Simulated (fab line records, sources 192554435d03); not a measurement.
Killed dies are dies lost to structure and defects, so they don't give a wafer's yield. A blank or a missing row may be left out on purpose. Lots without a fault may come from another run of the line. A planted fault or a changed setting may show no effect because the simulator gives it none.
fab line records | flow n5_finfet
record lots=9 wafers=27 last_day=19
route steps=1938 shown BEOL_M1@768 BEOL_M4@1111
lots that met no fault: from a run of the same line without faults
start_h: hours from the record's first day to the start of the lot's first wafer shown | wait_h: hours since the lot's step before | " the same as in the row above | L1.1+2: a row that stands for several wafers | - no value, or no start given | * or withheld: withheld | < > ~ a bound
route shown NAME@n: a module of which the file shows steps, and the number in the route of the first | usual: mean/standard deviation of fault-free wafers | same: alike in all rows | chamber/n: place in a boat | sites: the reading at each site | _std_site: their standard deviation | _edge_site: outer sites' mean less inner sites' | radius_mm: how far each site lies from the wafer's centre | mask NAME#n: copy n | behind: the tool/chamber that last shaped the wafer | hold: why the lot was held/for how many hours/how that ended | device: the transistor (n, p or np) that didn't switch | end of line: the same wafers' tests at the end of the route | a step without rows: its recipe alone | killed: dies lost to structure and defects at the first sort, not the wafer's yield | map: a wafer's dies, x killed, . not, _ none there
set.NAME: the setting as run; set.NAME@STEP: as run at that earlier step | model.NAME: the simulator's own value behind a step, which no gauge read
steps of the route over a sample of lots; a table a step, a row a wafer
services: from which hour (start_h, from the record's first day; less than 0 if before it) a tool's chamber was out of use, for how many hours, and why
## steps
# step N5_BEOL_M1_ETCH_74
# recipe chemistry=N2/H2 target=underlayer target_depth_a=65 mask_material=CAR-EUV time_s=5.2 ion_energy_ev=200 pressure_mtorr=30 source_w=840 bias_w=150 n2_flow_sccm=200 h2_flow_sccm=200 ends=cleared
# usual drypump_motor_current_A=5.7/0.37 etch_rf_on_time_s=5.18/0.11 oes_product_au=0.65/0.063 rf_vpp_V=524.0/2.8 showerhead_plenum_p_Torr=2.55/0.085 throttle_valve_pct=18.07/0.21
# columns lot.wafer tool chamber start_h wait_h drypump_motor_current_A etch_rf_on_time_s oes_product_au rf_hours_counter_h rf_vpp_V showerhead_plenum_p_Torr throttle_valve_pct
L550.2 rie_diel-01 2 133.01 0.0 5.5 5.17 0.64 154 527.6 2.65 18.19
L550.3 " 3 " " 6.5 5.06 0.64 169 520.0 2.44 18.00
L550.6 " 2 " " 5.5 5.21 0.64 - 526.8 2.65 18.22
L552.1 rie_diel-03 2 136.46 0.0 5.4 5.06 0.66 131 523.5 2.53 18.00
L552.4 " 1 " " 5.9 4.99 0.61 242 518.1 2.40 18.35
L552.5 " 0 " " 5.4 5.17 0.64 - 521.3 2.55 18.14
L553.3 rie_diel-03 1 145.80 0.0 5.9 5.07 0.61 244 521.0 2.40 18.37
L553.5 " 2 " " 5.3 5.05 0.66 - 522.6 2.53 18.00
L553.6 " 3 " " 5.5 5.21 0.64 - 519.3 2.52 18.18
L554.1 rie_diel-02 1 157.75 0.0 5.6 5.42 0.62 181 527.6 2.64 18.13
L554.2 " 2 " " 5.6 5.07 0.62 189 521.5 2.52 18.16
L554.3 " 0 " " 5.8 5.22 0.75 47 520.8 2.49 17.51
L566.2 rie_diel-02 2 233.54 0.0 5.7 5.09 0.61 207 521.0 2.52 18.21
L566.3 " 0 " " 5.8 5.23 0.72 66 522.6 2.49 17.55
L566.4 " 1 " " 5.6 5.46 0.60 199 527.5 2.64 18.15
L568.4 rie_diel-01 1 237.25 0.0 6.0 5.31 0.63 195 521.8 2.53 18.23
L568.5 " 0 " " 5.8 5.24 0.60 - 523.8 2.54 18.18
L568.6 " 3 " " 6.5 5.16 0.62 - 520.2 2.43 18.09
L569.1 rie_diel-01 1 242.99 0.0 6.0 5.35 0.62 197 522.8 2.53 18.25
L569.2 " 2 " " 5.5 5.14 0.62 182 528.6 2.64 18.26
L569.4 " 0 " " 5.8 5.27 0.59 202 521.9 2.53 18.19
L570.1 rie_diel-01 2 252.52 0.0 5.5 5.25 0.62 186 525.2 2.64 18.24
L570.2 " 0 " " 5.8 5.28 0.60 207 524.7 2.53 18.21
L570.3 " 1 " " 6.1 5.26 0.62 202 524.6 2.52 18.25
L572.3 rie_diel-02 1 272.06 0.0 5.6 5.44 0.59 208 525.4 2.63 18.19
L572.5 " 1 " " 5.6 5.44 0.59 - 526.4 2.63 18.18
L572.6 " 2 " " 5.7 5.05 0.60 - 524.1 2.51 18.20
# step N5_BEOL_M1_STRIP_19
# recipe chemistry=O2 power_w=400 temp_c=40 pressure_mtorr=30 rf_frequency_hz=6e+07 bias_power_w=0 overash_fraction=0.2 o2_flow_sccm=225
# usual drypump_motor_current_A=5.6/0.35 oes_product_au=0.77/0.075 rf_vpp_V=3.7/0.54 showerhead_plenum_p_Torr=2.11/0.072 throttle_valve_pct=16.87/0.21
# same overash_fraction=0.2
# columns lot.wafer tool chamber start_h wait_h drypump_motor_current_A oes_product_au rf_hours_counter_h rf_vpp_V showerhead_plenum_p_Torr throttle_valve_pct
L550.2 rie_diel-01 2 133.34 0.1 5.5 0.74 154 3.4 2.17 16.99
L550.3 " 3 " " 6.4 0.75 169 3.6 1.99 16.69
L550.6 " 2 " " 5.5 0.74 - 3.8 2.17 17.00
L552.1 rie_diel-03 0 136.79 0.1 5.4 0.75 165 4.6 2.11 16.81
L552.4 " 1 " " 5.9 0.71 242 3.0 1.97 17.09
L552.5 " 2 " " 5.4 0.77 - 2.2 2.10 16.95
L553.3 rie_diel-02 2 146.13 0.1 5.7 0.72 186 4.0 2.06 16.85
L553.5 " 1 " " 5.6 0.73 - 4.0 2.18 16.90
L553.6 " 0 " " 5.8 0.86 - 3.3 2.06 16.35
L554.1 rie_diel-02 0 158.07 0.1 5.8 0.87 47 4.5 2.06 16.32
L554.2 " 2 " " 5.6 0.72 189 4.1 2.06 16.86
L554.3 " 1 " " 5.6 0.74 181 3.5 2.18 16.90
L566.2 rie_diel-02 1 233.86 0.1 5.6 0.72 199 3.3 2.17 16.96
L566.3 " 2 " " 5.6 0.70 207 3.7 2.05 16.91
L566.4 " 0 " " 5.8 0.83 66 4.5 2.05 16.38
L568.4 rie_diel-03 2 237.58 0.1 5.3 0.74 163 3.7 2.09 17.04
L568.5 " 3 " " 5.4 0.73 - 3.5 2.09 17.18
L568.6 " 0 " " 5.4 0.73 - 3.6 2.10 16.88
L569.1 rie_diel-01 3 243.66 0.4 6.4 0.72 198 4.6 1.98 16.75
L569.2 " 1 " " 6.0 0.73 197 2.6 2.08 16.97
L569.4 " 2 " " 5.5 0.71 182 3.9 2.16 17.07
L570.1 rie_diel-02 1 252.92 0.2 5.6 0.71 204 3.6 2.17 16.92
L570.2 " 0 " " 5.8 0.84 71 3.6 2.05 16.38
L570.3 " 2 " " 5.6 0.70 213 3.3 2.05 16.90
L572.3 rie_diel-01 0 272.51 0.2 5.7 0.69 214 4.3 2.09 17.05
L572.5 " 3 " " 6.4 0.71 - 4.0 1.98 16.78
L572.6 " 0 " " 5.7 0.69 - 3.6 2.09 17.04
# step N5_BEOL_M1_COAT_76
# recipe resist=underlayer temp_c=205 time_s=60 spin_rpm=1500 resist_thk_nm=5
# usual exhaust_pa=44.9/0.98 heater_power_total_W=391.8/1.3 plate_temp_C=205.00/0.17
# columns lot.wafer tool chamber start_h wait_h exhaust_pa heater_power_total_W plate_temp_C
L550.2 litho_track-03 0 133.45 - 45.9 391.6 204.97
L550.3 " 0 " " 45.2 390.4 204.98
L550.6 " 0 " " 45.0 392.6 204.83
L552.1 litho_track-03 0 136.90 - 45.8 389.5 205.25
L552.4 " 0 " " 44.6 389.9 205.07
L552.5 " 0 " " 44.3 390.7 204.88
L553.3 litho_track-03 0 146.24 - 44.1 422.1 217.00
L553.5 " 0 " " 43.7 419.6 217.24
L553.6 " 0 " " 46.0 418.2 217.09
L554.1 litho_track-03 0 158.18 - 45.1 418.4 217.43
L554.2 " 0 " " 45.9 420.0 217.17
L554.3 " 0 " " 45.6 421.5 217.36
L566.2 litho_track-03 0 233.98 - 42.9 392.7 205.12
L566.3 " 0 " " 44.7 393.7 205.15
L566.4 " 0 " " 45.3 390.2 205.05
L568.4 litho_track-02 0 237.69 - 44.6 390.5 205.09
L568.5 " 0 " " 45.8 391.6 205.02
L568.6 " 0 " " 43.9 390.6 205.09
L569.1 litho_track-03 0 243.77 - 44.3 393.2 204.97
L569.2 " 0 " " 44.0 392.3 205.07
L569.4 " 0 " " 44.7 390.4 205.23
L570.1 litho_track-03 0 253.03 - 43.8 390.7 205.00
L570.2 " 0 " " 44.4 392.5 204.96
L570.3 " 0 " " 45.2 392.4 205.06
L572.3 litho_track-03 0 272.62 - 46.0 391.5 205.32
L572.5 " 0 " " 45.1 390.3 205.03
L572.6 " 0 " " 43.2 391.4 205.22
# step N5_BEOL_M1_DESCUM_33
# recipe chemistry=O2 time_s=7 source_power_w=50 bias_power_w=20 pressure_mtorr=20 rf_frequency_hz=2.712e+07 temp_c=40 resist=CAR-EUV o2_flow_sccm=225
# usual drypump_motor_current_A=5.7/0.36 oes_product_au=0.77/0.08 rf_vpp_V=243.3/1.3 showerhead_plenum_p_Torr=2.11/0.07 throttle_valve_pct=20.64/0.21
# columns lot.wafer tool chamber start_h wait_h drypump_motor_current_A oes_product_au rf_hours_counter_h rf_vpp_V showerhead_plenum_p_Torr throttle_valve_pct
L550.2 rie_diel-01 2 133.97 0.0 5.5 0.73 155 246.1 2.17 20.73
L550.3 " 3 " " 6.4 0.74 169 241.7 1.99 20.44
L550.6 " 3 " " 6.5 0.74 - 241.5 1.99 20.42
L552.1 rie_diel-01 3 137.43 0.0 6.5 0.74 170 241.9 1.99 20.44
L552.4 " 0 " " 5.7 0.72 174 243.0 2.11 20.77
L552.5 " 2 " " 5.5 0.75 - 243.5 2.17 20.73
L553.3 rie_diel-02 0 147.75 0.0 5.8 0.87 44 241.6 2.06 20.06
L553.5 " 0 " " 5.8 0.87 - 241.7 2.06 20.04
L553.6 " 3 " " 5.0 0.97 - 246.5 2.25 20.60
L554.1 rie_diel-02 0 158.71 0.0 5.8 0.87 47 241.6 2.05 20.04
L554.2 " 1 " " 5.6 0.73 181 244.7 2.17 20.69
L554.3 " 2 " " 5.7 0.72 189 243.9 2.05 20.60
L566.2 rie_diel-03 1 234.50 0.0 5.9 0.91 15 245.3 2.22 20.48
L566.3 " 2 " " 5.3 0.74 162 243.3 2.09 20.83
L566.4 " 3 " " 5.5 0.73 213 242.9 2.09 20.97
L568.4 rie_diel-01 1 238.22 0.0 6.0 0.73 195 241.6 2.08 20.70
L568.5 " 0 " " 5.7 0.72 - 243.7 2.10 20.81
L568.6 " 3 " " 6.4 0.73 - 242.2 1.98 20.48
L569.1 rie_diel-01 2 245.94 1.7 5.5 0.72 183 245.1 2.16 20.76
L569.2 " 1 " " 6.1 0.73 199 244.0 2.07 20.70
L569.4 " 0 " " 5.7 0.70 204 243.2 2.09 20.82
L570.1 rie_diel-02 3 254.89 1.5 5.0 0.91 38 245.7 2.24 20.64
L570.2 " 1 " " 5.6 0.72 205 244.0 2.17 20.75
L570.3 " 2 " " 5.6 0.70 214 241.6 2.05 20.65
L572.3 rie_diel-01 2 273.15 0.0 5.5 0.71 193 242.3 2.15 20.79
L572.5 " 1 " " 6.1 0.71 - 242.7 2.07 20.72
L572.6 " 0 " " 5.7 0.70 - 244.0 2.09 20.83
# step N5_BEOL_M4_RC_MEAS_101
# usual DIBL_N=35.1/1.6 DIBL_P=34.9/1.8 IOFF_N=0.143/0.026 IOFF_P=0.21/0.037 ION_N=671/11 ION_P=463/7.8 SS_N=71.2/0.58 SS_P=73.0/0.54 VT_N=251/3 VT_P=-250/4.1
# columns lot.wafer tool chamber start_h wait_h DIBL_N[mV/V] DIBL_P[mV/V] IOFF_N[nA/um] IOFF_P[nA/um] ION_N[uA/um] ION_P[uA/um] SS_N[mV/dec] SS_P[mV/dec] VT_N[mV] VT_P[mV]
L550.2 prober-02 0 187.04 0.2 36.0 35.6 0.173 0.22 682 468 71.7 73.0 248 -247
L550.3 " 0 " " 35.5 35.7 0.165 0.23 682 468 71.4 73.1 247 -244
L550.6 " 0 " " 38.2 37.7 0.214 0.27 690 469 71.7 73.6 246 -242
L552.1 prober-02 0 191.28 0.0 32.9 32.2 0.110 0.18 663 462 69.8 72.5 255 -249
L552.4 " 0 " " 34.7 34.7 0.137 0.21 678 472 70.9 72.8 250 -248
L552.5 " 0 " " 35.1 35.1 0.147 0.22 680 464 71.3 72.7 252 -249
L553.3 prober-01 0 196.47 0.3 33.5 33.1 0.131 0.17 676 461 71.2 72.3 249 -254
L553.5 " 0 " " 33.3 32.9 0.129 0.17 670 453 71.2 73.0 251 -255
L553.6 " 0 " " 34.0 33.4 0.138 0.16 675 460 70.9 73.1 253 -254
L554.1 prober-01 0 198.56 0.0 31.5 31.2 0.092 0.12 661 455 69.7 72.1 259 -260
L554.2 " 0 " " 35.8 35.1 0.149 0.16 655 450 71.0 72.9 251 -255
L554.3 " 0 " " 33.8 33.7 0.122 0.15 663 453 70.4 73.3 252 -256
L568.4 prober-01 0 311.07 0.5 34.1 34.2 0.138 0.20 668 462 70.5 73.2 251 -247
L568.5 " 0 " " 34.5 33.9 0.140 0.19 670 459 71.0 73.2 253 -249
L568.6 " 0 " " 34.7 36.2 0.165 0.24 696 477 71.9 73.1 246 -246
L566.2 prober-02 0 311.55 0.2 34.6 33.5 0.104 0.17 647 447 71.2 73.7 256 -256
L566.3 " 0 " " 35.2 34.0 0.122 0.18 660 455 70.7 73.1 254 -253
L566.4 " 0 " " 35.7 33.9 0.121 0.18 653 454 70.8 73.1 256 -253
L569.1 prober-01 0 317.73 0.0 33.6 33.2 0.113 0.18 655 462 70.6 72.5 253 -249
L569.2 " 0 " " 36.4 36.0 0.156 0.22 676 475 71.6 73.7 252 -248
L569.4 " 0 " " 33.3 32.2 0.106 0.16 656 455 70.8 71.9 255 -252
L570.1 prober-01 0 330.80 0.0 34.3 33.8 0.121 0.19 656 450 71.3 72.6 253 -251
L570.2 " 0 " " 37.4 38.1 0.175 0.26 675 472 71.4 73.6 249 -247
L570.3 " 0 " " 36.3 36.9 0.154 0.23 674 472 71.2 72.7 251 -250
L572.3 prober-01 0 339.92 0.9 37.5 36.4 0.162 0.26 673 469 71.4 73.5 252 -244
L572.5 " 0 " " 35.5 34.0 0.135 0.23 673 466 71.0 73.5 251 -247
L572.6 " 0 " " 36.4 35.6 0.157 0.25 677 476 71.7 74.0 250 -243
## services
# columns tool chamber start_h hours kind
rie_diel-03 1 123.37 2.8 repair
rie_diel-01 1 129.06 5.2 repair
rie_diel-01 1 149.61 2.3 repair
rie_diel-01 2 150.61 2.8 repair
rie_diel-03 1 161.54 - clean
rie_diel-03 1 161.54 - consumable_replace:focus_ring
rie_diel-03 1 161.54 - consumable_replace:showerhead
rie_diel-03 1 161.54 15.7 scheduled_down
rie_diel-03 1 161.54 15.7 vent_cycle
rie_diel-03 - 238.74 15.6 pm
rie_diel-02 - 241.28 5.4 repair
rie_diel-03 0 260.05 1.3 repair
## key
first_sign step=N5_BEOL_M1_COAT_76 reading=plate_temp_C direction=up sigmas=70 usual=* struck=*
effect step=N5_BEOL_M1_COAT_76 reading=heater_power_total_W direction=up sigmas=21 usual=* struck=*
met_at N5_BEOL_M1_COAT_76
struck_lots L553,L554
not_acting_at N5_BEOL_M1_ETCH_74,N5_BEOL_M1_STRIP_19,N5_BEOL_M1_DESCUM_33
onset_between 136.90 146.24
fault kind=process_parameter_drift tool=litho_track-03 chamber=- onset_h=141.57 steps=N5_BEOL_M1_COAT_76 channel=temp_c offset=* shape=step end_h=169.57 acts_in=* stated=*
